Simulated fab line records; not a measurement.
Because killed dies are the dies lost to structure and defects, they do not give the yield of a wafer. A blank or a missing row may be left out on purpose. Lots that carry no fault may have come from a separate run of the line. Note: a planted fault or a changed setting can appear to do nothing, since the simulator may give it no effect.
Matching of chambers | flow n5Finfet | N5_MOL_CONTACT_COAG_ETCH_65 on rieDiel-04: 4 sister chambers
The step etches underlayer in N2/H2, target depth 13 nm, time 10.4 s. 14 wafers are shown with their chamber, then 7 later ones without.

## EACH WAFER AND ITS CHAMBER
wafer  | chamber | drypumpMotorCurrentA (A) | throttleValvePct (%) | oesProductAu (a.u.)
L074.2 | 0       | 5.7                      | 17.88                | 0.59
L074.3 | 1       | 6.3                      | 17.36                | 0.74
L074.6 | 1       | 6.3                      | 17.36                | 0.73
L082.1 | 1       | 6.3                      | 17.39                | 0.73
L082.2 | 3       | 5.1                      | 18.04                | 0.79
L082.5 | 3       | 5.1                      | 18.03                | 0.79
L083.3 | 3       | 5.1                      | 18.02                | 0.78
L083.4 | 1       | 6.3                      | 17.38                | 0.72
L083.6 | 2       | 6.1                      | 18.03                | 0.62
L089.3 | 0       | 5.8                      | 17.47                | 0.81
L089.5 | 1       | 6.3                      | 17.42                | 0.70
L089.6 | 2       | 6.1                      | 18.06                | 0.61
L090.1 | 3       | 5.2                      | 18.08                | 0.76
L090.5 | 2       | 6.1                      | 18.07                | 0.61

SIGNATURES (means of the wafers above)
reading              | chamber 0 | chamber 1 | chamber 2 | chamber 3 | scatter within a chamber
drypumpMotorCurrentA | 5.750     | 6.300     | 6.100     | 5.125     | 0.0354
throttleValvePct     | 17.6750   | 17.3820   | 18.0533   | 18.0425   | 0.0946
oesProductAu         | 0.7000    | 0.7240    | 0.6133    | 0.7800    | 0.0508
Rule: a wafer lies at a distance from a chamber equal to the root of the sum of squares, over the readings, of (its reading less the chamber's mean, divided by the reading's scatter). The wafer belongs to the nearest chamber; if the next one is less than 2 further off, it can't be placed. How the scatter is found: for the shown wafers, subtract from each reading the mean of its chamber, square and add these, divide the total by (wafers less chambers), then take the root.

## WAFERS WHOSE CHAMBER IS MISSING
wafer  | drypumpMotorCurrentA (A) | throttleValvePct (%) | oesProductAu (a.u.)
L090.6 | 5.1                      | 18.05                | 0.75
L094.1 | 5.1                      | 18.08                | 0.74
L094.3 | 6.1                      | 18.08                | 0.61
L094.4 | 5.8                      | 17.49                | 0.77
L097.3 | 5.0                      | 18.08                | 0.74
L097.5 | 5.1                      | 18.09                | 0.73
L097.6 | 5.8                      | 17.49                | 0.76

## WHICH CHAMBER EACH ONE RAN IN
wafer  | from the rows above | in truth
L090.6 | 3                   | 3
L094.1 | 3                   | 3
L094.3 | 2                   | 2
L094.4 | 0                   | 0
L097.3 | 3                   | 3
L097.5 | 3                   | 3
L097.6 | 0                   | 0
Correct placement for 7 of the 7. Left unplaced by these rows: 0. Wrongly placed: 0.
